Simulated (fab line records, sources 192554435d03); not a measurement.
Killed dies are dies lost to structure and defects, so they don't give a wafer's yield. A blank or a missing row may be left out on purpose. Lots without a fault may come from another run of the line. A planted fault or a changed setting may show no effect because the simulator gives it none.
fab line records | flow n5_finfet | part 1 of 2: steps 1 to 4 of 6
record lots=23 wafers=69 last_day=18
route steps=1938 shown MOL_CONTACT_COAG@577 BEOL_M0_SAQP@652
lots that met no fault: from a run of the same line without faults
start_h: hours from the record's first day to the start of the lot's first wafer shown | wait_h: hours since the lot's step before | " the same as in the row above | L1.1+2: a row that stands for several wafers | - no value, or no start given | * or withheld: withheld | < > ~ a bound
route shown NAME@n: a module of which the file shows steps, and the number in the route of the first | usual: mean/standard deviation of fault-free wafers | same: alike in all rows | chamber/n: place in a boat | sites: the reading at each site | _std_site: their standard deviation | _edge_site: outer sites' mean less inner sites' | radius_mm: how far each site lies from the wafer's centre | mask NAME#n: copy n | behind: the tool/chamber that last shaped the wafer | hold: why the lot was held/for how many hours/how that ended | device: the transistor (n, p or np) that didn't switch | end of line: the same wafers' tests at the end of the route | a step without rows: its recipe alone | killed: dies lost to structure and defects at the first sort, not the wafer's yield | map: a wafer's dies, x killed, . not, _ none there
set.NAME: the setting as run; set.NAME@STEP: as run at that earlier step | model.NAME: the simulator's own value behind a step, which no gauge read
steps of the route over a sample of lots; a table a step, a row a wafer
services: from which hour (start_h, from the record's first day; less than 0 if before it) a tool's chamber was out of use, for how many hours, and why
## steps
# step N5_MOL_CONTACT_COAG_ETCH_89
# recipe chemistry=N2/H2 target=underlayer target_depth_a=130 mask_material=CAR-EUV time_s=10.4 ion_energy_ev=200 pressure_mtorr=30 source_w=840 bias_w=150 n2_flow_sccm=200 h2_flow_sccm=200 ends=cleared
# usual drypump_motor_current_A=5.9/0.43 etch_rf_on_time_s=10.27/0.22 oes_product_au=0.64/0.07 rf_vpp_V=524.0/2.5 showerhead_plenum_p_Torr=2.54/0.083 throttle_valve_pct=17.85/0.22
# columns lot.wafer tool chamber start_h wait_h drypump_motor_current_A etch_rf_on_time_s oes_product_au rf_hours_counter_h rf_vpp_V showerhead_plenum_p_Torr throttle_valve_pct
L074.2 rie_diel-03 3 101.78 0.0 5.9 10.20 0.64 170 522.6 2.55 17.65
L074.3 " 1 " " 6.4 10.45 0.68 94 526.3 2.55 17.68
L074.6 " 1 " " 6.4 10.51 0.68 - 522.9 2.55 17.69
L075.1 rie_diel-02 1 103.27 0.0 5.4 10.75 0.63 156 526.4 2.66 17.81
L075.3 " 0 " " 6.4 10.43 0.66 126 518.0 2.35 17.90
L075.5 " 0 " " 6.3 10.36 0.66 - 516.8 2.35 17.90
L077.3 rie_diel-03 3 114.44 0.0 5.9 10.13 0.63 174 523.5 2.55 17.67
L077.5 " 3 " " 5.9 10.23 0.63 - 522.3 2.55 17.68
L077.6 " 0 " " 6.3 10.69 0.58 - 524.0 2.51 17.94
L078.2 rie_diel-05 3 124.79 0.0 6.5 10.26 0.61 185 526.3 2.65 18.24
L078.4 " 0 " " 5.8 10.54 0.61 - 526.6 2.62 17.73
L078.6 " 1 " " 5.1 10.32 0.61 - 525.8 2.62 18.02
L079.2 rie_diel-02 2 129.58 0.0 5.8 10.49 0.59 230 521.6 2.49 18.08
L079.3 " 1 " " 5.4 10.50 0.63 166 526.8 2.66 17.81
L079.6 " 1 " " 5.4 10.52 0.64 - 527.6 2.66 17.81
L080.1 rie_diel-05 0 134.52 0.0 5.8 10.31 0.61 206 525.9 2.62 17.75
L080.3 " 2 " " 5.5 10.34 0.84 1 523.5 2.49 17.39
L080.5 " 0 " " 5.8 10.34 0.61 - 526.0 2.62 17.72
L081.1 rie_diel-02 3 142.38 0.0 6.0 10.30 0.74 35 523.2 2.47 17.76
L081.3 " 0 " " 6.4 10.19 0.65 135 518.1 2.34 17.91
L081.6 " 0 " " 6.3 10.25 0.65 - 516.6 2.34 17.93
L082.2 rie_diel-02 0 146.13 0.0 6.4 10.26 0.66 135 519.5 2.34 17.93
L082.3 " 1 " " 5.4 10.61 0.63 172 528.4 2.66 17.82
L082.5 " 3 " " 6.0 10.29 0.75 - 521.6 2.47 17.76
L083.3 rie_diel-02 3 153.35 0.0 6.0 10.11 0.75 38 521.5 2.47 17.77
L083.4 " 0 " " 6.3 10.08 0.66 137 519.0 2.34 17.93
L083.5 " 3 " " 6.0 10.22 0.75 - 520.8 2.47 17.76
L084.1 rie_diel-05 3 164.60 0.0 6.5 10.02 0.61 200 526.7 2.64 18.25
L084.2 " 2 " " 5.5 10.34 0.78 13 522.3 2.49 17.42
L084.4 " 0 " " 5.7 10.26 0.61 217 526.5 2.61 17.74
L085.2 rie_diel-05 0 168.09 0.0 5.7 10.31 0.61 218 525.9 2.61 17.75
L085.3 " 1 " " 5.1 9.96 0.61 218 528.0 2.62 18.04
L085.5 " 0 " " 5.7 10.20 0.61 - 525.3 2.61 17.74
L086.1 rie_diel-03 0 177.51 0.0 6.3 10.49 0.58 237 522.7 2.50 17.98
L086.4 " 1 " " 6.3 10.42 0.65 119 526.2 2.54 17.76
L086.6 " 0 " " 6.3 10.50 0.57 - 522.1 2.51 18.00
L087.1 rie_diel-03 1 183.35 0.0 6.4 10.49 0.66 121 523.5 2.54 17.75
L087.4 " 3 " " 5.9 10.01 0.62 196 522.2 2.54 17.70
L087.5 " 3 " " 5.9 10.04 0.63 - 522.6 2.54 17.73
L088.2 rie_diel-05 0 188.66 0.0 5.8 10.23 0.60 224 523.9 2.61 17.77
L088.5 " 3 " " 6.5 10.09 0.61 - 527.9 2.64 18.27
L088.6 " 2 " " 5.5 10.37 0.78 - 522.8 2.48 17.42
L089.4 rie_diel-03 2 197.30 0.0 5.5 10.03 0.58 248 521.9 2.49 17.88
L089.5 " 0 " " 6.3 10.62 0.57 - 523.4 2.50 17.99
L089.6 " 3 " " 5.9 10.07 0.62 - 524.2 2.54 17.74
L090.1 rie_diel-03 1 198.77 0.0 6.4 10.34 0.66 127 523.9 2.54 17.75
L090.2 " 3 " " 5.9 9.99 0.62 202 523.5 2.54 17.71
L090.6 " 1 " " 6.4 10.37 0.66 - 523.6 2.54 17.74
L091.1 rie_diel-05 3 204.44 0.0 6.5 10.06 0.61 214 525.2 2.63 18.28
L091.3 " 1 " " 5.2 10.11 0.60 225 526.3 2.61 18.05
L091.5 " 0 " " 5.8 10.28 0.60 - 525.7 2.61 17.76
L092.1 rie_diel-05 1 215.58 0.0 5.2 10.20 0.60 228 525.1 2.61 18.05
L092.2 " 2 " " 5.5 10.39 0.76 29 522.5 2.48 17.44
L092.6 " 1 " " 5.1 10.28 0.59 - 527.0 2.61 18.08
L093.1 rie_diel-05 3 215.98 0.0 6.5 10.06 0.61 216 526.3 2.63 18.30
L093.4 " 2 " " 5.5 10.29 0.77 29 524.1 2.48 17.44
L093.5 " 1 " " 5.2 10.06 0.60 - 527.2 2.61 18.07
L094.1 rie_diel-02 0 225.45 0.0 6.4 10.32 0.63 164 518.5 2.33 17.98
L094.5 " 0 " " 6.4 10.41 0.63 - 518.1 2.33 17.96
L094.6 " 3 " " 6.0 10.39 0.70 - 520.9 2.46 17.81
L095.1 rie_diel-05 1 236.13 0.0 5.2 10.15 0.60 236 526.9 2.61 18.07
L095.2 " 2 " " 5.5 10.41 0.75 37 521.0 2.48 17.44
L095.4 " 0 " " 5.8 10.30 0.60 241 526.6 2.60 17.80
L096.2 rie_diel-03 2 238.40 0.0 5.5 9.91 0.86 8 521.5 2.48 17.43
L096.3 " 1 " " 6.3 10.43 0.64 142 525.7 2.53 17.79
L096.5 " 3 " " 5.9 10.05 0.61 - 524.4 2.53 17.75
L097.1 rie_diel-03 3 246.19 0.0 5.9 10.11 0.60 223 524.0 2.53 17.77
L097.3 " 2 " " 5.5 9.93 0.83 11 521.8 2.48 17.44
L097.5 " 2 " " 5.5 9.88 0.85 - 522.9 2.48 17.44
# step N5_MOL_CONTACT_COAG_ALD_133
# recipe material=SiO2 target_thk_a=50 temp_c=100 ald_precursor_family=BDEAS ald_co_reactant=O2-plasma pulse_time_s=1 co_reactant_pulse_time_s=1 purge_time_s=2 co_reactant_purge_time_s=2 ald_cycles=35 pressure_torr=2
# usual heater_power_w=74/8.4 precursor_pulse_height_rel=0.998/0.021
# same purge_time_s=2
# columns lot.wafer tool chamber start_h wait_h heater_power_w precursor_pulse_height_rel
L074.2 ald_sin-02 2 103.48 0.1 64 1.028
L074.3 " 3 " " 67 0.991
L074.6 " 0 " " 88 1.050
L075.1 ald_sin-04 0 105.28 0.4 81 0.993
L075.3 " 3 " " 85 0.996
L075.5 " 2 " " 67 1.009
L077.3 ald_sin-04 0 116.22 0.1 80 0.993
L077.5 " 3 " " 84 1.019
L077.6 " 0 " " 80 1.026
L078.2 ald_sin-02 0 126.47 0.1 89 1.004
L078.4 " 2 " " 65 1.007
L078.6 " 0 " " 86 0.985
L079.2 ald_sin-04 0 131.13 0.1 80 0.988
L079.3 " 2 " " 69 1.013
L079.6 " 1 " " 73 0.982
L080.1 ald_sin-04 3 136.67 0.1 86 0.975
L080.3 " 2 " " 67 0.971
L080.5 " 3 " " 85 0.953
L081.1 ald_sin-02 0 143.85 0.1 86 0.991
L081.3 " 2 " " 65 1.006
L081.6 " 1 " " 65 0.995
L082.2 ald_sin-02 3 147.98 0.1 68 1.019
L082.3 " 1 " " 66 1.008
L082.5 " 0 " " 88 0.997
L083.3 ald_sin-04 0 155.08 0.1 82 1.009
L083.4 " 3 " " 83 0.997
L083.5 " 1 " " 75 1.009
L084.1 ald_sin-03 3 166.04 0.1 73 0.980
L084.2 " 1 " " 86 1.011
L084.4 " 2 " " 86 0.979
L085.2 ald_sin-04 3 170.21 0.1 85 0.967
L085.3 " 1 " " 75 1.017
L085.5 " 1 " " 77 0.991
L086.1 ald_sin-04 3 179.37 0.4 83 0.986
L086.4 " 0 " " 80 1.002
L086.6 " 2 " " 68 0.997
L087.1 ald_sin-04 3 185.91 0.2 87 0.997
L087.4 " 0 " " 79 0.999
L087.5 " 3 " " 83 1.014
L088.2 ald_sin-02 2 190.49 0.1 66 1.023
L088.5 " 3 " " 66 1.003
L088.6 " 2 " " 66 0.978
L089.4 ald_sin-03 2 198.95 0.1 80 0.993
L089.5 " 1 " " 87 0.987
L089.6 " 2 " " 82 1.000
L090.1 ald_sin-02 1 200.64 0.1 66 0.988
L090.2 " 2 " " 66 1.006
L090.6 " 2 " " 66 1.029
L091.1 ald_sin-04 0 205.98 0.1 81 0.990
L091.3 " 2 " " 70 0.969
L091.5 " 3 " " 85 0.995
L092.1 ald_sin-02 0 217.61 0.1 87 0.960
L092.2 " 3 " " 67 1.003
L092.6 " 0 " " 88 0.987
L093.1 ald_sin-02 3 217.79 0.1 68 1.015
L093.4 " 2 " " 67 1.057
L093.5 " 2 " " 66 0.964
L094.1 ald_sin-02 3 226.80 0.1 69 0.994
L094.5 " 0 " " 86 1.027
L094.6 " 1 " " 66 0.964
L095.1 ald_sin-02 2 237.83 0.1 64 0.996
L095.2 " 3 " " 66 0.985
L095.4 " 1 " " 65 1.032
L096.2 ald_sin-02 0 239.93 0.1 90 0.961
L096.3 " 3 " " 69 0.992
L096.5 " 2 " " 65 0.992
L097.1 ald_sin-02 1 247.68 0.2 64 1.019
L097.3 " 3 " " 69 0.960
L097.5 " 3 " " 68 1.040
# step N5_MOL_CONTACT_COAG_STRIP_49
# recipe chemistry=N2/H2 time_s=30 power_w=1000 temp_c=250 pressure_mtorr=withheld n2_flow_sccm=1750 h2_flow_sccm=3250
# usual drypump_motor_current_A=5.57/0.27 heater_power_w=332/28
# columns lot.wafer tool chamber start_h wait_h drypump_motor_current_A heater_power_w rf_hours_counter_h
L074.2 plasma_asher-01 1 104.16 - 6.03 291 76
L074.3 " 1 " " 6.02 289 -
L074.6 " 0 " " 5.73 313 -
L075.1 plasma_asher-01 0 106.20 - 5.71 308 76
L075.3 " 1 " " 6.02 287 -
L075.5 " 1 " " 6.05 287 -
L077.3 plasma_asher-02 0 116.78 - 5.36 341 -
L077.5 " 0 " " 5.35 351 -
L077.6 " 1 " " 5.35 369 -
L078.2 plasma_asher-02 0 127.01 - 5.36 346 45
L078.4 " 1 " " 5.35 364 -
L078.6 " 0 " " 5.37 346 -
L079.2 plasma_asher-01 0 131.71 - 5.69 314 81
L079.3 " 0 " " 5.71 316 -
L079.6 " 0 " " 5.69 309 -
L080.1 plasma_asher-02 0 137.21 - 5.37 346 47
L080.3 " 1 " " 5.34 356 -
L080.5 " 1 " " 5.36 366 -
L081.1 plasma_asher-02 0 144.39 - 5.37 352 48
L081.3 " 1 " " 5.35 359 -
L081.6 " 0 " " 5.36 352 -
L082.2 plasma_asher-02 0 148.52 - 5.37 352 49
L082.3 " 1 " " 5.37 356 -
L082.5 " 0 " " 5.36 346 -
L083.3 plasma_asher-02 1 155.64 - 5.34 363 -
L083.4 " 0 " " 5.37 345 -
L083.5 " 0 " " 5.38 342 -
L084.1 plasma_asher-01 0 166.58 - 5.74 320 88
L084.2 " 1 " " 5.99 299 88
L084.4 " 1 " " 6.00 292 -
L085.2 plasma_asher-01 0 170.75 - 5.71 307 89
L085.3 " 0 " " 5.71 312 -
L085.5 " 1 " " 6.00 288 -
L086.1 plasma_asher-02 0 179.91 - 5.35 338 55
L086.4 " 0 " " 5.35 354 -
L086.6 " 0 " " 5.36 335 -
L087.1 plasma_asher-01 1 186.49 - 6.01 283 91
L087.4 " 0 " " 5.74 313 -
L087.5 " 0 " " 5.74 311 -
L088.2 plasma_asher-02 1 191.03 - 5.35 368 58
L088.5 " 1 " " 5.36 367 -
L088.6 " 0 " " 5.37 346 -
L089.4 plasma_asher-02 0 199.51 - 5.36 335 -
L089.5 " 0 " " 5.37 349 -
L089.6 " 1 " " 5.35 358 -
L090.1 plasma_asher-01 1 201.42 - 6.05 288 95
L090.2 " 0 " " 5.76 312 95
L090.6 " 0 " " 5.74 316 -
L091.1 plasma_asher-01 1 206.52 - 6.02 292 96
L091.3 " 0 " " 5.71 310 -
L091.5 " 1 " " 6.04 290 -
L092.1 plasma_asher-01 1 218.32 - 6.03 287 98
L092.2 " 0 " " 5.75 304 98
L092.6 " 0 " " 5.69 309 -
L093.1 plasma_asher-02 1 218.33 - 5.35 364 63
L093.4 " 1 " " 5.34 363 -
L093.5 " 0 " " 5.37 360 -
L094.1 plasma_asher-02 1 227.33 - 5.35 360 65
L094.5 " 1 " " 5.37 361 -
L094.6 " 0 " " 5.35 348 -
L095.1 plasma_asher-02 1 238.65 - 5.34 357 68
L095.2 " 0 " " 5.36 349 68
L095.4 " 0 " " 5.37 347 -
L096.2 plasma_asher-02 1 240.47 - 5.35 363 68
L096.3 " 1 " " 5.36 361 -
L096.5 " 1 " " 5.36 362 -
L097.1 plasma_asher-02 0 248.70 - 5.35 347 70
L097.3 " 1 " " 5.36 363 -
L097.5 " 1 " " 5.36 352 -
# step N5_BEOL_M0_SAQP_DESCUM_19
# recipe chemistry=O2 time_s=7.9 source_power_w=50 bias_power_w=20 pressure_mtorr=20 rf_frequency_hz=2.712e+07 temp_c=40 resist=CAR-ArF o2_flow_sccm=225
# usual drypump_motor_current_A=5.6/0.45 oes_product_au=0.76/0.07 rf_vpp_V=243.2/1.6 showerhead_plenum_p_Torr=2.10/0.099 throttle_valve_pct=20.48/0.23
# columns lot.wafer tool chamber start_h wait_h drypump_motor_current_A oes_product_au rf_hours_counter_h rf_vpp_V showerhead_plenum_p_Torr throttle_valve_pct
L074.2 rie_diel-06 0 110.56 0.2 5.6 0.76 167 245.0 2.17 20.59
L074.3 " 1 " " 5.5 0.82 102 239.5 1.92 20.09
L074.6 " 3 " " 6.2 0.75 - 243.9 2.09 20.67
L075.1 rie_diel-04 1 113.77 0.0 5.5 0.71 201 242.2 2.16 20.78
L075.3 " 2 " " 5.9 0.89 34 243.2 2.15 20.35
L075.5 " 0 " " 5.3 0.78 - 244.7 2.19 20.53
L077.3 rie_diel-06 3 122.36 0.0 6.2 0.73 209 242.7 2.09 20.68
L077.5 " 2 " " 4.8 0.68 - 241.6 1.96 20.49
L077.6 " 1 " " 5.6 0.80 - 240.1 1.92 20.09
L078.2 rie_diel-06 1 132.65 0.0 5.5 0.79 109 239.3 1.92 20.10
L078.4 " 0 " " 5.6 0.76 - 244.1 2.17 20.62
L078.6 " 3 " " 6.1 0.73 - 242.8 2.09 20.67
L079.2 rie_diel-04 1 139.04 0.1 5.4 0.71 207 242.3 2.15 20.80
L079.3 " 0 " " 5.3 0.77 154 244.4 2.19 20.54
L079.6 " 1 " " 5.4 0.72 - 243.5 2.15 20.80
L080.1 rie_diel-04 1 143.19 0.0 5.4 0.71 208 244.9 2.15 20.80
L080.3 " 3 " " 6.0 0.70 213 244.5 2.15 20.40
L080.5 " 2 " " 5.9 0.87 - 245.3 2.15 20.35
L081.1 rie_diel-06 2 152.15 2.5 4.8 0.98 2 245.6 2.22 20.15
L081.3 " 3 " " 6.2 0.72 221 241.8 2.08 20.71
L081.6 " 2 " " 4.8 0.97 - 244.4 2.22 20.15
L082.2 rie_diel-06 1 155.00 0.9 5.5 0.78 119 240.8 1.91 20.11
L082.3 " 2 " " 4.8 0.97 4 243.7 2.22 20.15
L082.5 " 3 " " 6.2 0.72 - 242.7 2.08 20.70
L083.3 rie_diel-06 1 162.13 0.7 5.5 0.78 122 240.4 1.91 20.12
L083.4 " 0 " " 5.6 0.74 186 243.5 2.17 20.63
L083.5 " 0 " " 5.6 0.74 - 244.8 2.17 20.64
L084.1 rie_diel-06 3 172.39 0.1 6.2 0.71 231 244.5 2.08 20.73
L084.2 " 0 " " 5.6 0.74 191 245.6 2.17 20.65
L084.4 " 1 " " 5.5 0.78 126 239.9 1.91 20.14
L085.2 rie_diel-04 1 177.55 0.0 5.4 0.69 224 243.2 2.15 20.82
L085.3 " 0 " " 5.4 0.77 170 245.0 2.18 20.58
L085.5 " 1 " " 5.4 0.69 - 243.1 2.15 20.81
L086.1 rie_diel-06 0 187.16 0.2 5.6 0.74 195 244.3 2.16 20.64
L086.4 " 1 " " 5.5 0.78 130 240.8 1.91 20.14
L086.6 " 3 " " 6.2 0.71 - 244.2 2.08 20.73
L087.1 rie_diel-06 1 193.73 0.0 5.6 0.77 132 240.7 1.91 20.12
L087.4 " 0 " " 5.6 0.73 196 244.8 2.16 20.63
L087.5 " 2 " " 4.8 0.93 - 245.2 2.22 20.17
L088.2 rie_diel-06 0 197.31 0.0 5.6 0.73 197 245.2 2.16 20.63
L088.5 " 3 " " 6.2 0.71 - 244.1 2.08 20.71
L088.6 " 0 " " 5.6 0.73 - 242.8 2.16 20.64
L089.4 rie_diel-06 3 205.15 0.0 6.2 0.71 239 242.0 2.08 20.73
L089.5 " 3 " " 6.2 0.71 - 243.9 2.08 20.73
L089.6 " 0 " " 5.6 0.73 - 244.9 2.16 20.64
L090.1 rie_diel-01 1 208.98 0.5 6.3 0.76 168 243.1 2.10 20.69
L090.2 " 0 " " 6.2 0.71 200 241.9 1.99 20.80
L090.6 " 1 " " 6.3 0.75 - 242.0 2.10 20.66
L091.1 rie_diel-04 3 212.10 0.1 6.0 0.69 238 244.6 2.14 20.43
L091.3 " 1 " " 5.4 0.69 234 245.1 2.14 20.84
L091.5 " 2 " " 5.9 0.83 - 245.1 2.14 20.40
L092.1 rie_diel-06 1 225.13 0.1 5.6 0.77 141 240.6 1.91 20.16
L092.2 " 3 " " 6.2 0.71 245 242.0 2.08 20.74
L092.6 " 1 " " 5.6 0.77 - 241.2 1.91 20.16
L093.1 rie_diel-01 2 226.65 0.0 5.1 0.77 152 244.9 2.17 20.45
L093.4 " 3 " " 5.9 0.67 241 244.0 2.06 20.44
L093.5 " 2 " " 5.1 0.76 - 244.6 2.17 20.43
L094.1 rie_diel-01 3 232.98 0.1 6.0 0.69 243 242.7 2.06 20.44
L094.5 " 3 " " 5.9 0.68 - 240.5 2.06 20.42
L094.6 " 2 " " 5.1 0.77 - 244.4 2.17 20.46
L095.1 rie_diel-06 2 244.87 0.1 4.8 0.89 32 244.7 2.21 20.21
L095.2 " 1 " " 5.5 0.76 147 240.2 1.91 20.18
L095.4 " 2 " " 4.8 0.89 - 243.4 2.21 20.19
L096.2 rie_diel-04 2 248.50 0.0 5.9 0.82 76 243.6 2.14 20.41
L096.3 " 0 " " 5.3 0.75 193 242.4 2.17 20.62
L096.5 " 3 " " 6.0 0.68 - 244.6 2.13 20.45
L097.1 rie_diel-06 1 254.29 0.0 5.5 0.76 150 239.9 1.91 20.18
L097.3 " 2 " " 4.8 0.87 35 244.4 2.21 20.21
L097.5 " 2 " " 4.8 0.88 - 245.2 2.21 20.22
